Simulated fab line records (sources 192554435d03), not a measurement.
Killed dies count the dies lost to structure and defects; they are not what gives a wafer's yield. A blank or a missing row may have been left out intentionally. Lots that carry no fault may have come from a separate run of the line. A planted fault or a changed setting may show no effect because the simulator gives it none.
Matching of chambers | flow n5 finfet | N5_SDB_CUT_ETCH_26 on rie si-04: 4 sister chambers
The step etches Si in HBr/Cl2/O2, target depth 129.6 nm, bt time 20 s, time 51.8 s. 8 wafers are shown with their chamber, then 7 later ones without.

== EACH WAFER AND ITS CHAMBER ==
wafer  | chamber | throttle valve pct (%) | drypump motor current A (A)
L074.3 | 0       | 36.95                  | 5.6
L075.4 | 3       | 36.95                  | 5.7
L085.4 | 3       | 36.95                  | 5.7
L086.2 | 0       | 36.95                  | 5.6
L086.4 | 2       | 37.30                  | 5.6
L086.5 | 1       | 37.53                  | 5.3
L090.1 | 1       | 37.51                  | 5.3
L090.2 | 2       | 37.28                  | 5.7

== WAFERS WITHOUT THEIR CHAMBER ==
wafer  | throttle valve pct (%) | drypump motor current A (A)
L090.6 | 37.51                  | 5.3
L092.2 | 37.51                  | 5.3
L092.3 | 36.96                  | 5.6
L092.6 | 37.30                  | 5.6
L095.2 | 37.30                  | 5.7
L095.3 | 36.94                  | 5.7
L095.5 | 37.30                  | 5.6

== EACH ONE'S CHAMBER ==
wafer  | from the rows above     | in truth
L090.6 | 1                       | 1
L092.2 | 1                       | 1
L092.3 | 0                       | 0
L092.6 | 2                       | 2
L095.2 | 2                       | 2
L095.3 | can't be placed: 3 or 0 | 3
L095.5 | 2                       | 2
6 of 7 placed correctly. From these rows, 1 cannot be placed; in 1 the true chamber is one of the candidates. Placed wrongly: 0.
How it was worked out, from the rows above alone: a wafer's distance from a chamber is the root of the sum, over the readings, of the square of ((its reading less the chamber's mean) divided by the reading's scatter). If the next closest chamber is less than 2 further off than the closest, the wafer can't be placed; otherwise it belongs to the closest. A chamber's mean is the mean of its shown wafers. The scatter: take each reading less its chamber's mean, square it, sum over the shown wafers, divide by the number of wafers less the number of chambers, and take the root.
